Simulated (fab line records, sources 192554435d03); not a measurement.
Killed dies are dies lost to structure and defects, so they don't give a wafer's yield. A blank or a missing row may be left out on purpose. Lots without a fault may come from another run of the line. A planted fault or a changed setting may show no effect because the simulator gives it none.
Problem report in the 8D (eight disciplines) form, filled by code | flow n5_finfet | the parts of the form that need people (team, actions taken, sign-off) are left out
Where a reading is given only as a bound, like >300, the bound stands for it, and a mean or a difference that rests on one is marked > or <: the true number lies beyond.

1. THE PROBLEM
raw_defect_count at N5_HKMG_FIN_INSPECT_14 reads a mean of >300 on 6 wafers of 2 lots; wafers without a fault read 2.2 with a standard deviation of 1.4. That is +99 or more standard deviations from the usual mean.
The step: inspects for defects (macro).
First seen on wafer L170.2, day 7 08:41, on defect_inspect-02. The record holds 30 wafers of 10 lots with a number at this step. Rule for "out", or "out of limits": more than 4 standard deviations from the usual mean. The other wafers with a number count as sound.

2. WHAT IT IS AND WHAT IT IS NOT
question                    | is                     | is not
which readings at this step | raw_defect_count       | -
which lots                  | L170, L177             | L158, L160, L161, L164, L165, L169, L171, L181
which wafers of those lots  | all that have a number | -
read on which gauges        | defect_inspect-02      | defect_inspect-01
when                        | from day 7 08:41       | up to then (18 sound wafers); but 6 sound wafers of L171, L181 came after

3. SUSPECTS, AND WHAT RULES EACH OUT
Counting: a tool at a process step up to the reading stays a suspect if it ran every lot that is out and no sound lot after the first of them.
- the gauge at N5_HKMG_FIN_INSPECT_14: ruled out. All the wafers that are out were read on defect_inspect-02, but those of them that N5_PASSIVATION_PROBE_49 has rows for are out there too, on other tools.
- plasma_asher-02 at N5_HKMG_FIN_STRIP_60 (strips in N2/H2, time 360 s): ruled out as a lasting fault. Sound lots L171 ran on it after its first lot that is out, L170 (day 7 06:13).
- wet_bench-06 at N5_HKMG_FIN_WET_ETCH_82 (etches La2O3 in dHCl, stops on HfO2, target depth 2 nm, rinse time 30 s): kept. It ran every lot that is out, first L170 (day 7 07:23), and no sound lot after that; its last sound lot up to then is L169 (day 6 23:33).
Left after counting: wet_bench-06 at N5_HKMG_FIN_WET_ETCH_82.

4. THE CAUSE (what the simulator had put in)
Chamber particle source: wet_bench-06, from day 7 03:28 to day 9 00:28, at N5_HKMG_FIN_WET_ETCH_82. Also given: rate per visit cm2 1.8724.
Counting left only this tool.

5. THE CHAIN OF EFFECTS, in route order
Each row: a reading whose mean over the struck wafers that have a number lies more than 3 standard deviations from the usual. Only readings for which the record gives a usual standard deviation are gone through. hours: the time from each lot's start at the first step in this table that gives one to its start at this step, as a median over the lots. sigmas: the change in usual standard deviations.
hours | step                    | reading              | usual  | on struck wafers | change | sigmas
0     | N5_HKMG_FIN_INSPECT_14  | raw_defect_count     | 2.2    | >300             | >+298  | +99 or more
196   | N5_PASSIVATION_PROBE_49 | defect_limited_yield | 91.4 % | 81.7             | -9.7   | -6.9
196   | N5_PASSIVATION_PROBE_49 | killed_at_front_end  | 39     | 155              | +116   | +12
196   | N5_PASSIVATION_PROBE_49 | killed_dies          | 101    | 216              | +115   | +7.2
196   | N5_PASSIVATION_PROBE_49 | killed_on_rim        | 13     | 25               | +12    | +3.1
196   | N5_PASSIVATION_PROBE_49 | sort_bin_5_function  | 5.1 %  | 11.2             | +6.1   | +7.0
196   | N5_PASSIVATION_PROBE_49 | sort_n_pass          | 1079   | 964              | -115   | -7.2
196   | N5_PASSIVATION_PROBE_49 | sort_yield_pct       | 91.4 % | 81.7             | -9.7   | -6.9
The process steps in it:
- N5_PASSIVATION_PROBE_49
Later measuring or inspecting steps at which every struck wafer that the step has a row for has a number for every such reading, and none has moved that far: N5_BEOL_M4_RC_MEAS_101.

6. WHAT WOULD HAVE CAUGHT IT SOONER
In this record the first reading out of limits at a measuring or inspecting step was taken at day 7 08:41, 5 hours after the fault began at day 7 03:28.
Of the tool readings at N5_HKMG_FIN_WET_ETCH_82 for which the record gives a usual standard deviation, none was out on any struck wafer, so an alarm limit of 4 standard deviations on them would not have fired.
Of the lots that are out (2), L177 began N5_HKMG_FIN_WET_ETCH_82 on wet_bench-06 after day 7 08:41. A hold on the tool at that time would have spared it.
